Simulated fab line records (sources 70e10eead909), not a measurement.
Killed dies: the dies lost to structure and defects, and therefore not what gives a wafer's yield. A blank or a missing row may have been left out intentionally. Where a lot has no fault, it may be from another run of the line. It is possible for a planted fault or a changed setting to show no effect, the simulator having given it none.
What tool caused it? -- flow nandHarc -- 36 wafers from 12 lots sampled at 5 of the route's 1302 steps

== WHAT THE GAUGES SHOWED, per wafer ==
NHARC_P_CONTACT_OVL_MEAS_13.
lot,measured,on,overlayXNm (nm)
L075,day 6 07:58,overlay-02,-0.1 0.0 0.2
L077,day 7 05:07,overlay-02,0.8 1.1 0.9
L079,day 8 00:11,overlay-01,-0.1 0.2 0.1
L081,day 9 02:14,overlay-02,-0.7 0.3 0.4
L083,day 9 20:19,overlay-02,-1.2 -1.0 -0.7
L085,day 10 14:03,overlay-01,0.6 1.0 0.6
L087,day 11 22:53,overlay-02,-0.5 -0.4 0.1
L089,day 12 03:55,overlay-02,0.6 -0.5 0.5
L091,day 12 19:15,overlay-02,-0.7 -0.4 -0.8
L093,day 14 02:04,overlay-01,0.6 -0.2 0.0
L095,day 14 16:56,overlay-01,0.5 0.1 0.8
L097,day 15 10:10,overlay-02,0.5 0.7 0.4

== EACH LOT AND THE TOOL THAT RAN IT (in order: tool; ch and the chambers of the sampled wafers; start) ==
lot,NHARC_P_ZERO_WELL_RTA_42,NHARC_P_GATE_HM_DEP_102,NHARC_P_GATE_STRIP_113,NHARC_P_GATE_STRIP_95
L075,"rtpAnneal-01 ch 0, day 2 13:22","aclDep-01 ch 0, day 5 08:31","plasmaAsher-02 ch 0,1, day 6 04:02","plasmaAsher-02 ch 0,1, day 6 04:32"
L077,"rtpAnneal-01 ch 0, day 3 09:37","aclDep-01 ch 0, day 6 07:40","plasmaAsher-02 ch 0,1, day 7 00:52","plasmaAsher-02 ch 0,1, day 7 01:35"
L079,"rtpAnneal-02 ch 0, day 4 04:58","aclDep-02 ch 0, day 7 02:25","plasmaAsher-01 ch 0,1, day 7 20:03","plasmaAsher-01 ch 0,1, day 7 20:40"
L081,"rtpAnneal-02 ch 0, day 5 01:10","aclDep-01 ch 0, day 8 05:02","plasmaAsher-01 ch 0,1, day 8 22:05","plasmaAsher-01 ch 0,1, day 8 22:49"
L083,"rtpAnneal-01 ch 0, day 5 20:52","aclDep-02 ch 0, day 8 23:04","plasmaAsher-01 ch 0,1, day 9 16:20","plasmaAsher-01 ch 0,1, day 9 16:50"
L085,"rtpAnneal-01 ch 0, day 6 18:22","aclDep-03 ch 0, day 9 16:18","plasmaAsher-02 ch 0,1, day 10 09:36","plasmaAsher-02 ch 0,1, day 10 10:19"
L087,"rtpAnneal-02 ch 0, day 7 12:37","aclDep-02 ch 0, day 11 00:10","plasmaAsher-01 ch 0,1, day 11 18:46","plasmaAsher-01 ch 0,1, day 11 19:22"
L089,"rtpAnneal-02 ch 0, day 8 09:25","aclDep-03 ch 0, day 11 00:10","plasmaAsher-01 ch 0,1, day 11 23:55","plasmaAsher-01 ch 0,1, day 12 00:32"
L091,"rtpAnneal-01 ch 0, day 9 04:59","aclDep-02 ch 0, day 11 21:52","plasmaAsher-01 ch 0,1, day 12 15:10","plasmaAsher-01 ch 0,1, day 12 15:47"
L093,"rtpAnneal-02 ch 0, day 10 01:02","aclDep-01 ch 0, day 13 02:38","plasmaAsher-01 ch 0,1, day 13 21:49","plasmaAsher-01 ch 0,1, day 13 22:32"
L095,"rtpAnneal-01 ch 0, day 10 21:17","aclDep-01 ch 0, day 13 17:09","plasmaAsher-01 ch 0,1, day 14 12:49","plasmaAsher-01 ch 0,1, day 14 13:25"
L097,"rtpAnneal-01 ch 0, day 11 17:11","aclDep-03 ch 0, day 14 12:32","plasmaAsher-01 ch 0,1, day 15 06:04","plasmaAsher-01 ch 0,1, day 15 06:47"
- NHARC_P_ZERO_WELL_RTA_42: time 300 s.
- NHARC_P_GATE_HM_DEP_102: deposits aC, target thk 120 nm.
- NHARC_P_GATE_STRIP_113: strips in N2/H2, time 740 s.
- NHARC_P_GATE_STRIP_95: strips in O2.

== THE ANSWER, worked out from the rows above alone ==
Rule: the lots themselves supply what counts as usual. Put in order of their means at a reading, lots are off if they are a third of the lots or fewer, leave a main group of 4 or more, and stand apart from it by a gap of 3 or more times the standard deviation of the main group's means; of several such gaps the widest counts. If all means in a main group match to the digits the tables above print for the reading, that group is not used. A lot without any number at a reading at which 4 lots or more have one is off too. Any other lot the step has rows for is counted as sound.
No lot is off on any of the readings shown, so nothing can be concluded from this.

== WHAT HAD BEEN PUT IN BY THE SIMULATOR ==
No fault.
